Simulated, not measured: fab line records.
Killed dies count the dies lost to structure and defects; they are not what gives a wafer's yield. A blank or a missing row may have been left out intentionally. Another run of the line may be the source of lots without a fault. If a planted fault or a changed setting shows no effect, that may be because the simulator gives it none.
Struck lot and sound lot, side by side / flow n5 finfet / 19 out of 1938 route steps
Sound: the wafers L291.1, L291.3, L291.5. Wafers struck: L302.1, L302.4, L302.5. The cause is given at the end.
Order at every step that has rows: each side's tool, ch and its chambers, its first start. Under that, the readings that differ: sound wafers / struck wafers / difference of the means / sigmas: that difference in standard deviations of wafers without a fault.
alike: same words and numbers on both sides, and readings whose means sit less than 2 such deviations apart. not compared: any withheld reading, any reading some wafer has no value for, any bound like >300 that may hide the same value, and any number with overlapping values for which the record gives no deviation.
A row with sigmas, a row that says differs or no value, or rows on one side alone: a step with any of these is where the two part. Numbers that have no deviation but don't overlap get no sigmas and don't part them. Lack of a reading on every wafer of one side parts them only where that side has two or more wafers.

first, 9 steps without rows for these wafers: N5_BEOL_M13_DESCUM_15 (chemistry O2, time 7.9 s); N5_BEOL_M13_ETCH_59 (etches BARC in N2/H2, target depth 89 nm, overetch 26.7 nm, time 67.9 s); N5_BEOL_M13_VIA_ETCH_16 (etches SiOC in C4F8/O2/Ar, target depth 921.7 nm); N5_BEOL_M13_STRIP_63 (strips in N2/H2); N5_BEOL_M13_STRIP_64 (strips in N2/H2); N5_BEOL_M13_STRIP_71 (strips in post etch residue remover, time 60 s); N5_BEOL_M13_SRD_72 (time 30 s, dry time 30 s); N5_BEOL_M13_COAT_65 (time 60 s, resist thk 350 nm); N5_BEOL_M13_COAT_66 (time 60 s, resist thk 110 nm).
N5_BEOL_M13_COAT_22: resist thk 300 nm.
  sound on litho track-04 ch 0, day 11 11:41; struck on litho track-04 ch 0, day 14 20:32
reading=spin speed rpm (rpm); sound=2887.1 2888.8 2885.9; struck=2997.1 2996.2 2999.0; difference=+110.2; sigmas=+46
reading=model.coat_of_BEOL_M13_COAT_22.thk nm (nm); sound=301.2 301.4 301; struck=296.8 295.4 296; difference=-5.1; sigmas=
  alike: exhaust pa
then, 7 steps without rows for these wafers: N5_BEOL_M13_EBR_24; N5_BEOL_M13_SOFTBAKE_23 (time 60 s); N5_BEOL_M13_EXPOSE_25 (exposes mask M13, target cd 210 nm); N5_BEOL_M13_PEB_26 (peb time 90 s); N5_BEOL_M13_DEVELOP_27 (develop time 45 s); N5_BEOL_M13_HARDBAKE_32 (time 120 s); N5_BEOL_M13_DESCUM_33 (chemistry O2, time 7.9 s).
N5_BEOL_M13_ETCH_67: etches SiARC in CF4, target depth 143 nm, time 238.3 s.
  sound on rie diel-03 ch 0,1,3, day 11 12:06; struck on rie diel-04 ch 1,3, day 14 20:56
reading=model.coat_of_BEOL_M13_COAT_22.thk nm (nm); sound=212.6 212.6 212.4; struck=208 206.6 207.2; difference=-5; sigmas=
  alike: drypump motor current A, etch rf on time s, oes product au, rf vpp V, showerhead plenum p Torr, throttle valve pct
  not compared: rf hours counter h
then, 1 step without rows for these wafers: N5_BEOL_M13_ETCH_68 (etches SOC in N2/H2, time 355 s).

WHERE THEY PART
Within this record, at N5_BEOL_M13_COAT_22 only. Later steps at which nothing parts them and some readings are alike: N5_BEOL_M13_ETCH_67.

WHY: the cause the simulator had injected
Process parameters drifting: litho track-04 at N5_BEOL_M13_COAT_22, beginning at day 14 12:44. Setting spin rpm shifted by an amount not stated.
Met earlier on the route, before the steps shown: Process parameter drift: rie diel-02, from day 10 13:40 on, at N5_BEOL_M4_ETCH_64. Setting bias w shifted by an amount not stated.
